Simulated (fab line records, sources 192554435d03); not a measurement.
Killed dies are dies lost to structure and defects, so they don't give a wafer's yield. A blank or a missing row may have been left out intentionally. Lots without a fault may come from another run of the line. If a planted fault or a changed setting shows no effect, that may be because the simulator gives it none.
Chamber matching :: flow n5-finfet :: N5_BEOL_M11_DEP_56 on pecvd-02 has 3 sister chambers
The step deposits SiCN from 3MS/NH3, target thk 30 nm, time 10.5 s. 6 wafers are shown with their chamber, then 11 later ones without.

WAFERS WITH THEIR CHAMBER
wafer: L084.2
chamber: 1
throttle-valve-pct (%): 18.3
showerhead-plenum-p-Torr (Torr): 4.147

wafer: L083.1
chamber: 2
throttle-valve-pct (%): 17.1
showerhead-plenum-p-Torr (Torr): 4.162

wafer: L086.1
chamber: 2
throttle-valve-pct (%): 17.0
showerhead-plenum-p-Torr (Torr): 4.163

wafer: L086.3
chamber: 0
throttle-valve-pct (%): 17.9
showerhead-plenum-p-Torr (Torr): 4.169

wafer: L086.6
chamber: 1
throttle-valve-pct (%): 18.2
showerhead-plenum-p-Torr (Torr): 4.154

wafer: L087.1
chamber: 0
throttle-valve-pct (%): 17.7
showerhead-plenum-p-Torr (Torr): 4.163

WAFERS MISSING THEIR CHAMBER
wafer: L087.3
throttle-valve-pct (%): 17.2
showerhead-plenum-p-Torr (Torr): 4.176

wafer: L087.6
throttle-valve-pct (%): 17.1
showerhead-plenum-p-Torr (Torr): 4.159

wafer: L088.2
throttle-valve-pct (%): 18.0
showerhead-plenum-p-Torr (Torr): 4.149

wafer: L088.3
throttle-valve-pct (%): 17.6
showerhead-plenum-p-Torr (Torr): 4.162

wafer: L088.5
throttle-valve-pct (%): 17.7
showerhead-plenum-p-Torr (Torr): 4.160

wafer: L089.2
throttle-valve-pct (%): 18.2
showerhead-plenum-p-Torr (Torr): 4.164

wafer: L089.3
throttle-valve-pct (%): 17.3
showerhead-plenum-p-Torr (Torr): 4.165

wafer: L089.4
throttle-valve-pct (%): 18.5
showerhead-plenum-p-Torr (Torr): 4.162

wafer: L094.1
throttle-valve-pct (%): 17.1
showerhead-plenum-p-Torr (Torr): 4.173

wafer: L094.2
throttle-valve-pct (%): 18.3
showerhead-plenum-p-Torr (Torr): 4.163

wafer: L094.5
throttle-valve-pct (%): 17.5
showerhead-plenum-p-Torr (Torr): 4.148

WHICH CHAMBER EACH WENT THROUGH
wafer: L087.3
from the rows above: 2
in truth: 2

wafer: L087.6
from the rows above: 2
in truth: 2

wafer: L088.2
from the rows above: 1
in truth: 1

wafer: L088.3
from the rows above: 0
in truth: 0

wafer: L088.5
from the rows above: 0
in truth: 0

wafer: L089.2
from the rows above: can't be placed: 1 or 0
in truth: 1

wafer: L089.3
from the rows above: 2
in truth: 2

wafer: L089.4
from the rows above: 1
in truth: 1

wafer: L094.1
from the rows above: 2
in truth: 2

wafer: L094.2
from the rows above: can't be placed: 1 or 0
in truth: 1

wafer: L094.5
from the rows above: can't be placed: 0 or 2 or 1
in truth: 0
Placed correctly: 8 of 11. From these rows, 3 cannot be placed; in 3 the true chamber is one of the candidates. Placed wrongly: 0.
How it was worked out, from the rows above alone: a wafer's distance from a chamber is the root of the sum, over the readings, of the square of ((its reading less the chamber's mean) divided by the reading's scatter). If the next closest chamber is less than 2 further off than the closest, the wafer can't be placed; otherwise it belongs to the closest. Each chamber's mean is taken over the wafers shown for it. The scatter: the root of (the sum of the squares of (reading less its chamber's mean) over the shown wafers, divided by (wafers less chambers)).
